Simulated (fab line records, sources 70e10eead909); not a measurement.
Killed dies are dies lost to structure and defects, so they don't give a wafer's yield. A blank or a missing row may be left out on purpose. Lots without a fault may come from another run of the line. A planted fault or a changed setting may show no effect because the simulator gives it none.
Which tool did it? | flow nand_harc | 24 lots, 72 wafers sampled, at 6 steps of a route of 1159

WHAT THE GAUGES READ, wafer by wafer
The record holds no reading of a measuring or inspecting step that can be judged against a usual standard deviation.

WHICH TOOL RAN EACH LOT (tool, then ch and the chambers of the sampled wafers, then the start)
lot  | NHARC_A_BLC_STRIP_21               | NHARC_A_M0_DESCUM_14               | NHARC_A_M0_ANNEAL_30             | NHARC_A_M1_ETCH_35                 | NHARC_A_M1_DEGAS_29          | NHARC_A_M1_ANNEAL_31
L074 | rie_diel-04 ch 0,2, day 17 09:35   | rie_diel-12 ch 0,1,3, day 17 16:23 | rtp_anneal-02 ch 0, day 17 18:25 | rie_diel-02 ch 0,1,3, day 17 20:51 | pvd_sputter-01, day 17 21:49 | rtp_anneal-01 ch 0, day 17 22:37
L075 | rie_diel-01 ch 0,1,3, day 17 16:11 | rie_diel-11 ch 0,2,3, day 17 21:09 | rtp_anneal-01 ch 0, day 17 22:55 | rie_diel-09 ch 0,1,3, day 18 01:14 | pvd_sputter-01, day 18 02:38 | rtp_anneal-01 ch 0, day 18 03:26
L077 | rie_diel-13 ch 0,1, day 17 18:29   | rie_diel-03 ch 2,3, day 17 21:47   | rtp_anneal-01 ch 0, day 17 23:30 | rie_diel-06 ch 0,2,3, day 18 01:58 | pvd_sputter-03, day 18 02:56 | rtp_anneal-01 ch 0, day 18 03:42
L076 | rie_diel-13 ch 1,2, day 17 19:08   | rie_diel-11 ch 0,3, day 17 22:19   | rtp_anneal-01 ch 0, day 18 00:10 | rie_diel-09 ch 0,3, day 18 02:29   | pvd_sputter-02, day 18 03:25 | rtp_anneal-02 ch 0, day 18 04:20
L078 | rie_diel-04 ch 0,1,3, day 18 04:29 | rie_diel-11 ch 0,1, day 18 09:50   | rtp_anneal-02 ch 0, day 18 11:33 | rie_diel-02 ch 0,2, day 18 13:58   | pvd_sputter-01, day 18 14:55 | rtp_anneal-01 ch 0, day 18 15:43
L079 | rie_diel-04 ch 1,3, day 18 12:40   | rie_diel-11 ch 1,2, day 18 17:22   | rtp_anneal-01 ch 0, day 18 19:08 | rie_diel-06 ch 0,1,2, day 18 21:44 | pvd_sputter-03, day 18 22:41 | rtp_anneal-01 ch 0, day 18 23:25
L081 | rie_diel-13 ch 0,1, day 18 21:14   | rie_diel-03 ch 0,2, day 19 00:58   | rtp_anneal-01 ch 0, day 19 02:48 | rie_diel-02 ch 2,3, day 19 05:14   | pvd_sputter-03, day 19 06:11 | rtp_anneal-02 ch 0, day 19 06:58
L082 | rie_diel-01 ch 0,1,3, day 19 01:25 | rie_diel-12 ch 0,1,3, day 19 04:35 | rtp_anneal-02 ch 0, day 19 06:30 | rie_diel-09 ch 0,2,3, day 19 08:53 | pvd_sputter-03, day 19 09:53 | rtp_anneal-01 ch 0, day 19 10:42
L085 | rie_diel-13 ch 0,1,3, day 19 09:33 | rie_diel-12 ch 1,2,3, day 19 13:50 | rtp_anneal-01 ch 0, day 19 15:33 | rie_diel-06 ch 1,2,3, day 19 17:52 | pvd_sputter-03, day 19 18:48 | rtp_anneal-01 ch 0, day 19 19:44
L083 | rie_diel-01 ch 1,2, day 19 15:09   | rie_diel-03 ch 0,1, day 19 20:22   | rtp_anneal-01 ch 0, day 19 22:06 | rie_diel-02 ch 0,3, day 20 00:28   | pvd_sputter-01, day 20 01:26 | rtp_anneal-01 ch 0, day 20 02:10
L080 | rie_diel-04 ch 0,1,2, day 19 15:24 | rie_diel-12 ch 0,1,3, day 19 20:23 | rtp_anneal-01 ch 0, day 19 22:28 | rie_diel-09 ch 0,1, day 20 00:59   | pvd_sputter-02, day 20 01:56 | rtp_anneal-01 ch 0, day 20 02:44
L084 | rie_diel-13 ch 0,1,2, day 19 20:48 | rie_diel-03 ch 2,3, day 19 23:41   | rtp_anneal-01 ch 0, day 20 01:33 | rie_diel-02 ch 1,2,3, day 20 03:46 | pvd_sputter-02, day 20 04:41 | rtp_anneal-02 ch 0, day 20 05:35
L086 | rie_diel-01 ch 1,2,3, day 20 02:25 | rie_diel-03 ch 0,1,3, day 20 06:53 | rtp_anneal-02 ch 0, day 20 08:42 | rie_diel-02 ch 0,1,3, day 20 11:05 | pvd_sputter-01, day 20 12:02 | rtp_anneal-01 ch 0, day 20 12:45
L087 | rie_diel-01 ch 1,3, day 20 07:22   | rie_diel-12 ch 0,1,3, day 20 10:08 | rtp_anneal-01 ch 0, day 20 11:47 | rie_diel-06 ch 2,3, day 20 14:26   | pvd_sputter-03, day 20 15:26 | rtp_anneal-02 ch 0, day 20 16:17
L088 | rie_diel-13 ch 0,1,2, day 20 12:59 | rie_diel-03 ch 1,2,3, day 20 18:01 | rtp_anneal-01 ch 0, day 20 19:46 | rie_diel-09 ch 0,2,3, day 20 22:05 | pvd_sputter-03, day 20 23:01 | rtp_anneal-02 ch 0, day 20 23:50
L089 | rie_diel-01 ch 0,2,3, day 20 17:44 | rie_diel-11 ch 0,2,3, day 21 11:32 | rtp_anneal-02 ch 0, day 21 13:17 | rie_diel-02 ch 0,2,3, day 21 15:41 | pvd_sputter-01, day 21 16:38 | rtp_anneal-02 ch 0, day 21 17:29
L090 | rie_diel-13 ch 0,1, day 21 13:18   | rie_diel-03 ch 0,2,3, day 21 17:35 | rtp_anneal-02 ch 0, day 21 19:13 | rie_diel-02 ch 0,3, day 21 21:36   | pvd_sputter-01, day 21 22:37 | rtp_anneal-02 ch 0, day 21 23:21
L091 | rie_diel-13 ch 0,2,3, day 21 13:41 | rie_diel-12 ch 1,2,3, day 21 17:46 | rtp_anneal-01 ch 0, day 21 19:31 | rie_diel-06 ch 0,1,3, day 21 22:01 | pvd_sputter-01, day 21 22:58 | rtp_anneal-01 ch 0, day 21 23:42
L093 | rie_diel-04 ch 0,2, day 21 22:26   | rie_diel-12 ch 2,3, day 22 03:04   | rtp_anneal-01 ch 0, day 22 04:43 | rie_diel-09 ch 2,3, day 22 07:14   | pvd_sputter-01, day 22 08:12 | rtp_anneal-01 ch 0, day 22 08:58
L092 | rie_diel-01 ch 1,2,3, day 21 22:38 | rie_diel-03 ch 0,2, day 22 03:30   | rtp_anneal-01 ch 0, day 22 05:13 | rie_diel-09 ch 1,2, day 22 07:45   | pvd_sputter-01, day 22 08:44 | rtp_anneal-01 ch 0, day 22 09:28
L094 | rie_diel-04 ch 0,1,3, day 22 02:17 | rie_diel-12 ch 0,1,3, day 22 09:43 | rtp_anneal-02 ch 0, day 22 11:25 | rie_diel-02 ch 0,3, day 22 13:52   | pvd_sputter-02, day 22 14:50 | rtp_anneal-02 ch 0, day 22 15:38
L095 | rie_diel-01 ch 0,1,3, day 22 10:05 | rie_diel-12 ch 0,2, day 22 14:19   | rtp_anneal-02 ch 0, day 22 16:01 | rie_diel-09 ch 1,2,3, day 22 18:34 | pvd_sputter-03, day 22 19:30 | rtp_anneal-01 ch 0, day 22 20:14
L097 | rie_diel-13 ch 1,2,3, day 22 21:01 | rie_diel-03 ch 2,3, day 23 04:26   | rtp_anneal-02 ch 0, day 23 06:26 | rie_diel-06 ch 0,1, day 23 09:05   | pvd_sputter-01, day 23 10:32 | rtp_anneal-02 ch 0, day 23 11:23
L096 | rie_diel-13 ch 0,2,3, day 23 14:03 | rie_diel-03 ch 0,2,3, day 23 16:56 | rtp_anneal-02 ch 0, day 23 18:37 | rie_diel-06 ch 1,2,3, day 23 21:07 | pvd_sputter-01, day 23 22:06 | rtp_anneal-02 ch 0, day 23 22:50
- NHARC_A_BLC_STRIP_21: strips in O2.
- NHARC_A_M0_DESCUM_14: chemistry O2, time 3 s.
- NHARC_A_M0_ANNEAL_30: time 90 s.
- NHARC_A_M1_ETCH_35: etches the open film in N2/H2, target depth 40 nm, overetch 12 nm, time 43.94 s.
- NHARC_A_M1_DEGAS_29: time 60 s.
- NHARC_A_M1_ANNEAL_31: time 90 s.

WHAT THE TOOLS THEMSELVES READ (means of the sampled wafers that have a number; where no wafer has one, the mark that the record gives instead)
NHARC_A_BLC_STRIP_21. Usual: drypump_motor_current_A 5.87 A, standard deviation 0.29; oes_product_au 1.002 a.u., standard deviation 0.01; rf_vpp_V 57.7 V, standard deviation 0.87; showerhead_plenum_p_Torr 3.55 Torr, standard deviation 0.15; throttle_valve_pct 17.037 %, standard deviation 0.0087.
lot  | tool        | drypump_motor_current_A (A) | oes_product_au (a.u.) | rf_vpp_V (V) | showerhead_plenum_p_Torr (Torr) | throttle_valve_pct (%) | flag
L074 | rie_diel-04 | 6.19                        | 1.011                 | 57.3         | 3.58                            | 17.034                 |
L075 | rie_diel-01 | 5.82                        | 1.003                 | 57.8         | 3.64                            | 17.032                 |
L077 | rie_diel-13 | 5.95                        | 0.995                 | 57.7         | 3.48                            | 17.034                 |
L076 | rie_diel-13 | 6.04                        | 1.004                 | 57.2         | 3.46                            | 17.031                 |
L078 | rie_diel-04 | 6.03                        | 1.005                 | 57.3         | 3.49                            | 17.037                 |
L079 | rie_diel-04 | 5.86                        | 1.011                 | 57.2         | 3.39                            | 17.030                 |
L081 | rie_diel-13 | 5.96                        | 1.004                 | 57.9         | 3.48                            | 17.036                 |
L082 | rie_diel-01 | 5.84                        | 1.003                 | 57.6         | 3.64                            | 17.039                 |
L085 | rie_diel-13 | 5.83                        | 1.006                 | 56.9         | 3.56                            | 17.040                 |
L083 | rie_diel-01 | 5.47                        | 0.988                 | 57.2         | 3.47                            | 17.037                 |
L080 | rie_diel-04 | 6.03                        | 0.999                 | 58.1         | 3.46                            | 17.036                 |
L084 | rie_diel-13 | 5.97                        | 0.999                 | 57.7         | 3.58                            | 17.039                 |
L086 | rie_diel-01 | 5.58                        | 0.993                 | 58.0         | 3.59                            | 17.039                 |
L087 | rie_diel-01 | 5.90                        | 0.997                 | 57.8         | 3.72                            | 17.036                 |
L088 | rie_diel-13 | 5.96                        | 0.989                 | 58.2         | 3.58                            | 17.038                 |
L089 | rie_diel-01 | 5.52                        | 1.004                 | 57.9         | 3.50                            | 17.039                 |
L090 | rie_diel-13 | 5.95                        | 0.999                 | 57.7         | 3.48                            | 17.032                 |
L091 | rie_diel-13 | 5.85                        | 1.002                 | 58.1         | 3.66                            | 17.038                 |
L093 | rie_diel-04 | 6.19                        | 0.993                 | 57.6         | 3.56                            | 17.046                 |
L092 | rie_diel-01 | 5.56                        | 0.999                 | 58.2         | 3.59                            | 17.043                 |
L094 | rie_diel-04 | 6.03                        | 1.013                 | 56.7         | 3.48                            | 17.029                 |
L095 | rie_diel-01 | 5.83                        | 0.998                 | 58.4         | 3.63                            | 17.049                 |
L097 | rie_diel-13 | 5.87                        | 1.005                 | 58.3         | 3.53                            | 17.035                 |
L096 | rie_diel-13 | 5.84                        | 1.004                 | 57.9         | 3.65                            | 17.030                 |

NHARC_A_M0_DESCUM_14. Usual: drypump_motor_current_A 5.6 A, standard deviation 0.45; oes_product_au 0.995 a.u., standard deviation 0.0098; rf_vpp_V 57.5 V, standard deviation 0.83; showerhead_plenum_p_Torr 1.86 Torr, standard deviation 0.067; throttle_valve_pct 11.311 %, standard deviation 0.0093.
lot  | tool        | drypump_motor_current_A (A) | oes_product_au (a.u.) | rf_vpp_V (V) | showerhead_plenum_p_Torr (Torr) | throttle_valve_pct (%) | flag
L074 | rie_diel-12 | 5.7                         | 0.993                 | 57.3         | 1.82                            | 11.315                 |
L075 | rie_diel-11 | 5.5                         | 1.001                 | 58.1         | 1.86                            | 11.307                 |
L077 | rie_diel-03 | 5.9                         | 0.995                 | 57.7         | 1.79                            | 11.309                 |
L076 | rie_diel-11 | 5.3                         | 1.005                 | 57.5         | 1.90                            | 11.319                 |
L078 | rie_diel-11 | 4.8                         | 0.999                 | 57.0         | 1.89                            | 11.316                 |
L079 | rie_diel-11 | 5.4                         | 1.004                 | 57.5         | 1.96                            | 11.317                 |
L081 | rie_diel-03 | 6.1                         | 0.995                 | 57.0         | 1.85                            | 11.304                 |
L082 | rie_diel-12 | 5.7                         | 0.992                 | 58.5         | 1.82                            | 11.299                 |
L085 | rie_diel-12 | 5.7                         | 0.991                 | 57.6         | 1.85                            | 11.319                 |
L083 | rie_diel-03 | 5.6                         | 0.992                 | 57.2         | 1.92                            | 11.307                 |
L080 | rie_diel-12 | 5.8                         | 0.988                 | 58.0         | 1.82                            | 11.309                 |
L084 | rie_diel-03 | 5.5                         | 0.998                 | 57.0         | 1.81                            | 11.306                 |
L086 | rie_diel-03 | 5.5                         | 0.988                 | 57.7         | 1.88                            | 11.309                 |
L087 | rie_diel-12 | 5.7                         | 0.989                 | 57.0         | 1.82                            | 11.305                 |
L088 | rie_diel-03 | 5.6                         | 0.999                 | 57.6         | 1.85                            | 11.307                 |
L089 | rie_diel-11 | 5.5                         | 1.002                 | 57.3         | 1.85                            | 11.313                 |
L090 | rie_diel-03 | 5.8                         | 1.002                 | 57.8         | 1.83                            | 11.317                 |
L091 | rie_diel-12 | 5.7                         | 0.987                 | 57.7         | 1.85                            | 11.302                 |
L093 | rie_diel-12 | 5.8                         | 0.984                 | 57.5         | 1.87                            | 11.301                 |
L092 | rie_diel-03 | 6.2                         | 0.991                 | 57.2         | 1.82                            | 11.314                 |
L094 | rie_diel-12 | 5.7                         | 0.996                 | 56.8         | 1.82                            | 11.314                 |
L095 | rie_diel-12 | 5.7                         | 0.997                 | 57.6         | 1.88                            | 11.311                 |
L097 | rie_diel-03 | 5.5                         | 0.997                 | 56.8         | 1.81                            | 11.318                 |
L096 | rie_diel-03 | 5.8                         | 0.986                 | 58.3         | 1.83                            | 11.312                 |

NHARC_A_M0_ANNEAL_30. Usual: wafer_temp_C_max 226.08, standard deviation 0.27.
lot  | tool          | wafer_temp_C_max | flag
L074 | rtp_anneal-02 | 226.32           |
L075 | rtp_anneal-01 | 226.06           |
L077 | rtp_anneal-01 | 226.40           |
L076 | rtp_anneal-01 | 225.99           |
L078 | rtp_anneal-02 | 225.82           |
L079 | rtp_anneal-01 | 226.03           |
L081 | rtp_anneal-01 | 226.15           |
L082 | rtp_anneal-02 | 225.94           |
L085 | rtp_anneal-01 | 226.59           |
L083 | rtp_anneal-01 | 226.22           |
L080 | rtp_anneal-01 | 226.01           |
L084 | rtp_anneal-01 | 226.11           |
L086 | rtp_anneal-02 | 225.81           |
L087 | rtp_anneal-01 | 226.06           |
L088 | rtp_anneal-01 | 225.98           |
L089 | rtp_anneal-02 | 225.93           |
L090 | rtp_anneal-02 | 226.00           |
L091 | rtp_anneal-01 | 226.00           |
L093 | rtp_anneal-01 | 226.14           |
L092 | rtp_anneal-01 | 226.55           |
L094 | rtp_anneal-02 | 226.05           |
L095 | rtp_anneal-02 | 226.17           |
L097 | rtp_anneal-02 | 225.89           |
L096 | rtp_anneal-02 | 225.78           |

NHARC_A_M1_ETCH_35. Usual: drypump_motor_current_A 5.6 A, standard deviation 0.4; oes_product_au 1.005 a.u., standard deviation 0.013; rf_vpp_V 431.7 V, standard deviation 2.2; showerhead_plenum_p_Torr 2.09 Torr, standard deviation 0.079; throttle_valve_pct 14.171 %, standard deviation 0.0094.
lot  | tool        | drypump_motor_current_A (A) | oes_product_au (a.u.) | rf_vpp_V (V) | showerhead_plenum_p_Torr (Torr) | throttle_valve_pct (%) | flag
L074 | rie_diel-02 | 5.6                         | 1.002                 | 433.3        | 2.12                            | 14.172                 |
L075 | rie_diel-09 | 5.4                         | 1.000                 | 432.9        | 2.09                            | 14.177                 |
L077 | rie_diel-06 | 5.5                         | 1.000                 | 432.1        | 2.09                            | 14.166                 |
L076 | rie_diel-09 | 5.1                         | 1.001                 | 432.7        | 2.12                            | 14.170                 |
L078 | rie_diel-02 | 5.4                         | 1.012                 | 432.1        | 2.07                            | 14.185                 |
L079 | rie_diel-06 | 5.8                         | 1.004                 | 431.9        | 2.07                            | 14.178                 |
L081 | rie_diel-02 | 5.6                         | 1.010                 | 431.0        | 2.06                            | 14.170                 |
L082 | rie_diel-09 | 5.3                         | 1.009                 | 432.3        | 2.14                            | 14.164                 |
L085 | rie_diel-06 | 5.7                         | 1.007                 | 430.8        | 2.06                            | 14.158                 |
L083 | rie_diel-02 | 5.3                         | 1.016                 | 433.1        | 2.13                            | 14.178                 |
L080 | rie_diel-09 | 5.6                         | 1.000                 | 430.5        | 2.05                            | 14.169                 |
L084 | rie_diel-02 | 5.8                         | 1.013                 | 431.4        | 2.05                            | 14.172                 |
L086 | rie_diel-02 | 5.5                         | 1.012                 | 432.8        | 2.12                            | 14.172                 |
L087 | rie_diel-06 | 5.4                         | 1.004                 | 431.0        | 2.07                            | 14.165                 |
L088 | rie_diel-09 | 5.3                         | 0.992                 | 432.4        | 2.14                            | 14.166                 |
L089 | rie_diel-02 | 5.5                         | 1.014                 | 431.1        | 2.06                            | 14.174                 |
L090 | rie_diel-02 | 5.3                         | 1.002                 | 433.3        | 2.13                            | 14.176                 |
L091 | rie_diel-06 | 5.9                         | 0.997                 | 433.0        | 2.13                            | 14.175                 |
L093 | rie_diel-09 | 5.1                         | 1.005                 | 432.7        | 2.10                            | 14.166                 |
L092 | rie_diel-09 | 5.5                         | 0.994                 | 431.3        | 2.09                            | 14.178                 |
L094 | rie_diel-02 | 5.3                         | 1.003                 | 432.8        | 2.13                            | 14.173                 |
L095 | rie_diel-09 | 5.4                         | 0.992                 | 431.9        | 2.07                            | 14.167                 |
L097 | rie_diel-06 | 6.0                         | 1.007                 | 432.3        | 2.14                            | 14.172                 |
L096 | rie_diel-06 | 5.7                         | 1.013                 | 430.4        | 2.06                            | 14.172                 |

NHARC_A_M1_DEGAS_29. Usual: heater_power_w 329 W, standard deviation 36.
lot  | tool           | heater_power_w (W) | flag
L074 | pvd_sputter-01 | 333                |
L075 | pvd_sputter-01 | 335                |
L077 | pvd_sputter-03 | 299                |
L076 | pvd_sputter-02 | 333                |
L078 | pvd_sputter-01 | 329                |
L079 | pvd_sputter-03 | 331                |
L081 | pvd_sputter-03 | 267                |
L082 | pvd_sputter-03 | 282                |
L085 | pvd_sputter-03 | 278                |
L083 | pvd_sputter-01 | 356                |
L080 | pvd_sputter-02 | 336                |
L084 | pvd_sputter-02 | 320                |
L086 | pvd_sputter-01 | 357                |
L087 | pvd_sputter-03 | 291                |
L088 | pvd_sputter-03 | 300                |
L089 | pvd_sputter-01 | 349                |
L090 | pvd_sputter-01 | 358                |
L091 | pvd_sputter-01 | 358                |
L093 | pvd_sputter-01 | 334                |
L092 | pvd_sputter-01 | 354                |
L094 | pvd_sputter-02 | 325                |
L095 | pvd_sputter-03 | 292                |
L097 | pvd_sputter-01 | 340                |
L096 | pvd_sputter-01 | 332                |

NHARC_A_M1_ANNEAL_31. Usual: wafer_temp_C_max 226.1, standard deviation 0.32.
lot  | tool          | wafer_temp_C_max | flag
L074 | rtp_anneal-01 | 226.3            |
L075 | rtp_anneal-01 | 226.5            |
L077 | rtp_anneal-01 | 226.2            |
L076 | rtp_anneal-02 | 225.7            |
L078 | rtp_anneal-01 | 226.2            |
L079 | rtp_anneal-01 | 226.2            |
L081 | rtp_anneal-02 | 225.7            |
L082 | rtp_anneal-01 | 226.0            |
L085 | rtp_anneal-01 | 226.1            |
L083 | rtp_anneal-01 | 226.2            |
L080 | rtp_anneal-01 | 226.3            |
L084 | rtp_anneal-02 | 225.5            |
L086 | rtp_anneal-01 | 226.5            |
L087 | rtp_anneal-02 | 225.8            |
L088 | rtp_anneal-02 | 225.8            |
L089 | rtp_anneal-02 | 226.1            |
L090 | rtp_anneal-02 | 226.1            |
L091 | rtp_anneal-01 | 226.4            |
L093 | rtp_anneal-01 | 226.2            |
L092 | rtp_anneal-01 | 226.4            |
L094 | rtp_anneal-02 | 225.7            |
L095 | rtp_anneal-01 | 226.4            |
L097 | rtp_anneal-02 | 226.1            |
L096 | rtp_anneal-02 | 225.7            |

THE ANSWER, worked out from the rows above alone
Rule: a lot is off if the mean of its wafers that have a number lies more than 3 standard deviations from the usual mean. A lot without any number at a reading at which 4 lots or more have one is off too. The other lots that the step has rows for count as sound. The gauges are gone through in route order, then the tools' own readings, and for those a lot's mean is taken as printed above. The first step at which some lot is off is used, and at that step the reading that is off furthest; a lot without a number counts as furthest.
No lot is off at any reading shown: from this, nothing can be told.

WHAT THE SIMULATOR HAD PUT IN
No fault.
